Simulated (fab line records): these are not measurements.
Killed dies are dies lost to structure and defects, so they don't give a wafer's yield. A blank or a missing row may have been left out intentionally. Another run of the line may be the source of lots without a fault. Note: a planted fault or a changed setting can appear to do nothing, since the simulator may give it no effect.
Chamber matching || flow nand_harc || rie_diel-07 running NHARC_P_M0_ETCH_34: 4 sister chambers
The step etches the open film in N2/H2, target depth 40 nm, overetch 12 nm, time 43.94 s. 30 wafers are shown with their chamber, then 12 later ones without.

## WAFERS PAIRED WITH THEIR CHAMBERS
{"wafer": "L076.2", "chamber": 3, "drypump_motor_current_A (A)": 5.6, "showerhead_plenum_p_Torr (Torr)": 2.17, "rf_vpp_V (V)": 435.4}
{"wafer": "L076.3", "chamber": 2, "drypump_motor_current_A (A)": 6.1, "showerhead_plenum_p_Torr (Torr)": 2.09, "rf_vpp_V (V)": 432.0}
{"wafer": "L076.6", "chamber": 1, "drypump_motor_current_A (A)": 5.9, "showerhead_plenum_p_Torr (Torr)": 2.14, "rf_vpp_V (V)": 433.7}
{"wafer": "L077.2", "chamber": 2, "drypump_motor_current_A (A)": 6.1, "showerhead_plenum_p_Torr (Torr)": 2.09, "rf_vpp_V (V)": 432.0}
{"wafer": "L077.5", "chamber": 2, "drypump_motor_current_A (A)": 6.1, "showerhead_plenum_p_Torr (Torr)": 2.09, "rf_vpp_V (V)": 431.7}
{"wafer": "L077.6", "chamber": 1, "drypump_motor_current_A (A)": 5.9, "showerhead_plenum_p_Torr (Torr)": 2.14, "rf_vpp_V (V)": 432.5}
{"wafer": "L078.1", "chamber": 2, "drypump_motor_current_A (A)": 6.1, "showerhead_plenum_p_Torr (Torr)": 2.09, "rf_vpp_V (V)": 432.4}
{"wafer": "L078.4", "chamber": 1, "drypump_motor_current_A (A)": 5.9, "showerhead_plenum_p_Torr (Torr)": 2.14, "rf_vpp_V (V)": 433.8}
{"wafer": "L078.6", "chamber": 1, "drypump_motor_current_A (A)": 5.9, "showerhead_plenum_p_Torr (Torr)": 2.14, "rf_vpp_V (V)": 433.9}
{"wafer": "L079.1", "chamber": 1, "drypump_motor_current_A (A)": 5.9, "showerhead_plenum_p_Torr (Torr)": 2.14, "rf_vpp_V (V)": 433.5}
{"wafer": "L079.3", "chamber": 0, "drypump_motor_current_A (A)": 6.3, "showerhead_plenum_p_Torr (Torr)": 1.96, "rf_vpp_V (V)": 428.6}
{"wafer": "L079.5", "chamber": 1, "drypump_motor_current_A (A)": 5.9, "showerhead_plenum_p_Torr (Torr)": 2.14, "rf_vpp_V (V)": 434.1}
{"wafer": "L080.1", "chamber": 0, "drypump_motor_current_A (A)": 6.3, "showerhead_plenum_p_Torr (Torr)": 1.96, "rf_vpp_V (V)": 428.2}
{"wafer": "L080.2", "chamber": 3, "drypump_motor_current_A (A)": 5.6, "showerhead_plenum_p_Torr (Torr)": 2.17, "rf_vpp_V (V)": 435.4}
{"wafer": "L080.3", "chamber": 2, "drypump_motor_current_A (A)": 6.1, "showerhead_plenum_p_Torr (Torr)": 2.09, "rf_vpp_V (V)": 432.4}
{"wafer": "L082.2", "chamber": 2, "drypump_motor_current_A (A)": 6.1, "showerhead_plenum_p_Torr (Torr)": 2.09, "rf_vpp_V (V)": 432.0}
{"wafer": "L082.4", "chamber": 1, "drypump_motor_current_A (A)": 6.0, "showerhead_plenum_p_Torr (Torr)": 2.14, "rf_vpp_V (V)": 433.2}
{"wafer": "L082.6", "chamber": 2, "drypump_motor_current_A (A)": 6.1, "showerhead_plenum_p_Torr (Torr)": 2.09, "rf_vpp_V (V)": 433.0}
{"wafer": "L083.2", "chamber": 0, "drypump_motor_current_A (A)": 6.3, "showerhead_plenum_p_Torr (Torr)": 1.96, "rf_vpp_V (V)": 429.3}
{"wafer": "L083.4", "chamber": 2, "drypump_motor_current_A (A)": 6.1, "showerhead_plenum_p_Torr (Torr)": 2.09, "rf_vpp_V (V)": 431.9}
{"wafer": "L083.5", "chamber": 1, "drypump_motor_current_A (A)": 5.9, "showerhead_plenum_p_Torr (Torr)": 2.14, "rf_vpp_V (V)": 433.5}
{"wafer": "L086.2", "chamber": 0, "drypump_motor_current_A (A)": 6.3, "showerhead_plenum_p_Torr (Torr)": 1.96, "rf_vpp_V (V)": 428.6}
{"wafer": "L086.4", "chamber": 3, "drypump_motor_current_A (A)": 5.6, "showerhead_plenum_p_Torr (Torr)": 2.17, "rf_vpp_V (V)": 434.0}
{"wafer": "L086.5", "chamber": 1, "drypump_motor_current_A (A)": 5.9, "showerhead_plenum_p_Torr (Torr)": 2.14, "rf_vpp_V (V)": 433.8}
{"wafer": "L087.1", "chamber": 0, "drypump_motor_current_A (A)": 6.3, "showerhead_plenum_p_Torr (Torr)": 1.95, "rf_vpp_V (V)": 427.8}
{"wafer": "L087.2", "chamber": 2, "drypump_motor_current_A (A)": 6.1, "showerhead_plenum_p_Torr (Torr)": 2.08, "rf_vpp_V (V)": 429.7}
{"wafer": "L087.3", "chamber": 3, "drypump_motor_current_A (A)": 5.6, "showerhead_plenum_p_Torr (Torr)": 2.16, "rf_vpp_V (V)": 434.3}
{"wafer": "L089.1", "chamber": 1, "drypump_motor_current_A (A)": 5.9, "showerhead_plenum_p_Torr (Torr)": 2.14, "rf_vpp_V (V)": 432.6}
{"wafer": "L089.2", "chamber": 2, "drypump_motor_current_A (A)": 6.1, "showerhead_plenum_p_Torr (Torr)": 2.08, "rf_vpp_V (V)": 431.7}
{"wafer": "L089.5", "chamber": 1, "drypump_motor_current_A (A)": 5.9, "showerhead_plenum_p_Torr (Torr)": 2.14, "rf_vpp_V (V)": 432.8}

SIGNATURES (averages over the wafers above)
{"reading": "drypump_motor_current_A", "chamber 0": 6.300, "chamber 1": 5.909, "chamber 2": 6.100, "chamber 3": 5.600, "scatter within a chamber": 0.0187}
{"reading": "showerhead_plenum_p_Torr", "chamber 0": 1.9580, "chamber 1": 2.1400, "chamber 2": 2.0880, "chamber 3": 2.1675, "scatter within a chamber": 0.00348}
{"reading": "rf_vpp_V", "chamber 0": 428.500, "chamber 1": 433.400, "chamber 2": 431.880, "chamber 3": 434.775, "scatter within a chamber": 0.694}
Rule: a wafer lies at a distance from a chamber equal to the root of the sum of squares, over the readings, of (its reading less the chamber's mean, divided by the reading's scatter). The wafer belongs to the nearest chamber; if the next one is less than 2 further off, it can't be placed. How the scatter is found: for the shown wafers, subtract from each reading the mean of its chamber, square and add these, divide the total by (wafers less chambers), then take the root.

## WAFERS WITH NO CHAMBER GIVEN
{"wafer": "L088.1", "drypump_motor_current_A (A)": 6.1, "showerhead_plenum_p_Torr (Torr)": 2.08, "rf_vpp_V (V)": 431.2}
{"wafer": "L088.2", "drypump_motor_current_A (A)": 5.6, "showerhead_plenum_p_Torr (Torr)": 2.16, "rf_vpp_V (V)": 433.6}
{"wafer": "L088.3", "drypump_motor_current_A (A)": 6.3, "showerhead_plenum_p_Torr (Torr)": 1.95, "rf_vpp_V (V)": 428.0}
{"wafer": "L090.2", "drypump_motor_current_A (A)": 5.6, "showerhead_plenum_p_Torr (Torr)": 2.16, "rf_vpp_V (V)": 434.1}
{"wafer": "L090.5", "drypump_motor_current_A (A)": 5.6, "showerhead_plenum_p_Torr (Torr)": 2.16, "rf_vpp_V (V)": 436.0}
{"wafer": "L090.6", "drypump_motor_current_A (A)": 6.3, "showerhead_plenum_p_Torr (Torr)": 1.95, "rf_vpp_V (V)": 429.4}
{"wafer": "L091.1", "drypump_motor_current_A (A)": 5.6, "showerhead_plenum_p_Torr (Torr)": 2.16, "rf_vpp_V (V)": 434.4}
{"wafer": "L091.3", "drypump_motor_current_A (A)": 5.9, "showerhead_plenum_p_Torr (Torr)": 2.14, "rf_vpp_V (V)": 433.5}
{"wafer": "L091.5", "drypump_motor_current_A (A)": 5.9, "showerhead_plenum_p_Torr (Torr)": 2.13, "rf_vpp_V (V)": 434.1}
{"wafer": "L093.2", "drypump_motor_current_A (A)": 5.9, "showerhead_plenum_p_Torr (Torr)": 2.13, "rf_vpp_V (V)": 433.4}
{"wafer": "L093.3", "drypump_motor_current_A (A)": 6.1, "showerhead_plenum_p_Torr (Torr)": 2.08, "rf_vpp_V (V)": 432.7}
{"wafer": "L093.5", "drypump_motor_current_A (A)": 6.3, "showerhead_plenum_p_Torr (Torr)": 1.95, "rf_vpp_V (V)": 428.0}

## WHICH CHAMBER EACH ONE RAN IN
{"wafer": "L088.1", "from the rows above": 2, "in truth": 2}
{"wafer": "L088.2", "from the rows above": 3, "in truth": 3}
{"wafer": "L088.3", "from the rows above": 0, "in truth": 0}
{"wafer": "L090.2", "from the rows above": 3, "in truth": 3}
{"wafer": "L090.5", "from the rows above": 3, "in truth": 3}
{"wafer": "L090.6", "from the rows above": 0, "in truth": 0}
{"wafer": "L091.1", "from the rows above": 3, "in truth": 3}
{"wafer": "L091.3", "from the rows above": 1, "in truth": 1}
{"wafer": "L091.5", "from the rows above": 1, "in truth": 1}
{"wafer": "L093.2", "from the rows above": 1, "in truth": 1}
{"wafer": "L093.3", "from the rows above": 2, "in truth": 2}
{"wafer": "L093.5", "from the rows above": 0, "in truth": 0}
12 of 12 placed correctly. Can't be placed from these rows: 0. Wrongly placed: 0.
